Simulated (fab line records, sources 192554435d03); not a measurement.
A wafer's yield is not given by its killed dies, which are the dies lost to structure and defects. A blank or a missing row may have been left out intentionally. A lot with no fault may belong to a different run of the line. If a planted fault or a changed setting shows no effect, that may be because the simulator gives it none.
The same fault as seen by 2 desks / flow n5-finfet / what lay behind the numbers comes last; until then each desk has only its own

AT THE TOOL OWNER'S DESK: rie-diel-04
The tool's own readings at N5_BEOL_M2_TRENCH_ETCH_37 (etches SiOC in C4F6/O2, target depth 55.555 nm, time 29.2 s): means of the sampled wafers that have a number, for each lot that ran on this tool. Marked OUT: a lot whose mean sits more than 4 standard deviations from the usual mean, which makes it out of limits; the brackets give that distance.
Columns: A = drypump-motor-current-A at N5_BEOL_M2_TRENCH_ETCH_37, usual 5.7 A; B = mfc-ar-sccm at N5_BEOL_M2_TRENCH_ETCH_37, usual 300.0 sccm; C = oes-product-au at N5_BEOL_M2_TRENCH_ETCH_37, usual 0.80 a.u.; D = rf-fwd-power-W at N5_BEOL_M2_TRENCH_ETCH_37, usual 349.8 W; E = rf-vpp-V at N5_BEOL_M2_TRENCH_ETCH_37, usual 662 V; F = showerhead-plenum-p-Torr at N5_BEOL_M2_TRENCH_ETCH_37, usual 2.86 Torr; G = throttle-valve-pct at N5_BEOL_M2_TRENCH_ETCH_37, usual 20.84 %
lot=L188; first seen here=day 7 16:22; A=5.9; B=300.6; C=0.79; D=350.6; E=664; F=2.89; G=20.79
lot=L190; first seen here=day 8 04:12; A=5.9; B=300.0; C=0.78; D=350.8; E=664; F=2.89; G=20.97
lot=L195; first seen here=day 9 08:07; A=5.6; B=300.0; C=0.69; D=350.0; E=662; F=2.82; G=21.15
This desk's verdict: no lot among the 3 shows anything out of limits.

FROM THE METROLOGY DESK
What the gauges read for every lot (on any tool): the sampled wafers with a number, averaged. Marked OUT: a lot whose mean sits more than 4 standard deviations from the usual mean, which makes it out of limits; the brackets give that distance. Of its 11 readings 7 are shown: those that lie furthest out on some lot.
Columns: A = trench-depth-nm at N5_BEOL_M2_OCD_MEAS_38, usual 55.5 nm; B = DIBL_N at N5_BEOL_M4_RC_MEAS_101, usual 36.4 mV/V; C = DIBL_P at N5_BEOL_M4_RC_MEAS_101, usual 36.6 mV/V; D = ION_N at N5_BEOL_M4_RC_MEAS_101, usual 671 uA/um; E = SS_N at N5_BEOL_M4_RC_MEAS_101, usual 71.5 mV/dec; F = SS_P at N5_BEOL_M4_RC_MEAS_101, usual 73.4 mV/dec; G = VT_N at N5_BEOL_M4_RC_MEAS_101, usual 250.1 mV
lot=L185; first seen here=day 6 19:08; A=55.2; B=35.6; C=35.0; D=675; E=71.4; F=72.4; G=249.9
lot=L186; first seen here=day 7 02:19; A=55.9; B=36.1; C=35.9; D=672; E=71.6; F=73.9; G=250.1
lot=L188; first seen here=day 7 16:31; A=54.7; B=36.8; C=38.2; D=669; E=71.5; F=73.4; G=253.1
lot=L190; first seen here=day 8 04:21; A=55.3; B=34.3; C=34.1; D=659; E=70.8; F=72.7; G=253.2
lot=L195; first seen here=day 9 08:16; A=53.4; B=34.4; C=36.2; D=668; E=71.5; F=73.0; G=250.9
lot=L202; first seen here=day 10 20:12; A=55.2; B=37.4; C=37.5; D=668; E=72.1; F=73.4; G=250.0
lot=L203; first seen here=day 11 11:35; A=55.1; B=35.6; C=37.7; D=672; E=71.2; F=73.0; G=250.0
lot=L207; first seen here=day 12 05:55; A=56.4; B=33.9; C=34.7; D=675; E=71.5; F=73.2; G=251.3
This desk's verdict: no lot among the 8 shows anything out of limits.

TAKEN TOGETHER
The tool owner's desk saw nothing out of limits.
The metrology desk saw nothing out of limits.

WHAT WAS PUT IN BY THE SIMULATOR
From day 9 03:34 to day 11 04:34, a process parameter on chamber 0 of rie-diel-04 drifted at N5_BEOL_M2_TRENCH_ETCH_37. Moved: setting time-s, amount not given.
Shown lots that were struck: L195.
